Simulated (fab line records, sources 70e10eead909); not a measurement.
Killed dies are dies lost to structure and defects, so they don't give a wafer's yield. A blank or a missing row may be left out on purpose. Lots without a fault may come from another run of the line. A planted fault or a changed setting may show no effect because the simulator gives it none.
Chamber matching | flow nand_harc | NHARC_A_STAIRCASE_DESCUM_11 on rie_diel-03: 4 sister chambers
The step chemistry O2, time 3 s. 4 wafers are shown with their chamber, then 9 later ones without.

WAFERS WITH THEIR CHAMBER
wafer  | chamber | showerhead_plenum_p_Torr (Torr)
L087.5 | 3       | 1.99
L087.6 | 2       | 1.99
L089.2 | 1       | 1.82
L089.5 | 0       | 1.79

WAFERS WITHOUT THEIR CHAMBER
wafer  | showerhead_plenum_p_Torr (Torr)
L092.1 | 1.98
L092.4 | 1.79
L092.6 | 1.79
L091.1 | 1.99
L091.2 | 1.81
L091.3 | 1.98
L094.1 | 1.81
L094.3 | 1.98
L094.6 | 1.79

WHICH CHAMBER EACH WENT THROUGH
wafer  | from the rows above     | in truth
L092.1 | can't be placed: 2 or 3 | 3
L092.4 | 0                       | 0
L092.6 | 0                       | 0
L091.1 | can't be placed: 2 or 3 | 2
L091.2 | can't be placed: 1 or 0 | 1
L091.3 | can't be placed: 2 or 3 | 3
L094.1 | can't be placed: 1 or 0 | 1
L094.3 | can't be placed: 2 or 3 | 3
L094.6 | 0                       | 0
Placed correctly: 3 of 9. Can't be placed from these rows: 6 (the true chamber is among the candidates in 6). Placed wrongly: 0.
How it was worked out, from the rows above alone: a wafer's distance from a chamber is the root of the sum, over the readings, of the square of ((its reading less the chamber's mean) divided by the reading's scatter). The wafer belongs to the nearest chamber; if the next one is less than 2 further off, it can't be placed. A chamber's mean is the mean of its shown wafers. The scatter: with one shown wafer a chamber, the root of the mean of the squares of how far each hidden wafer lies from its nearest shown one.
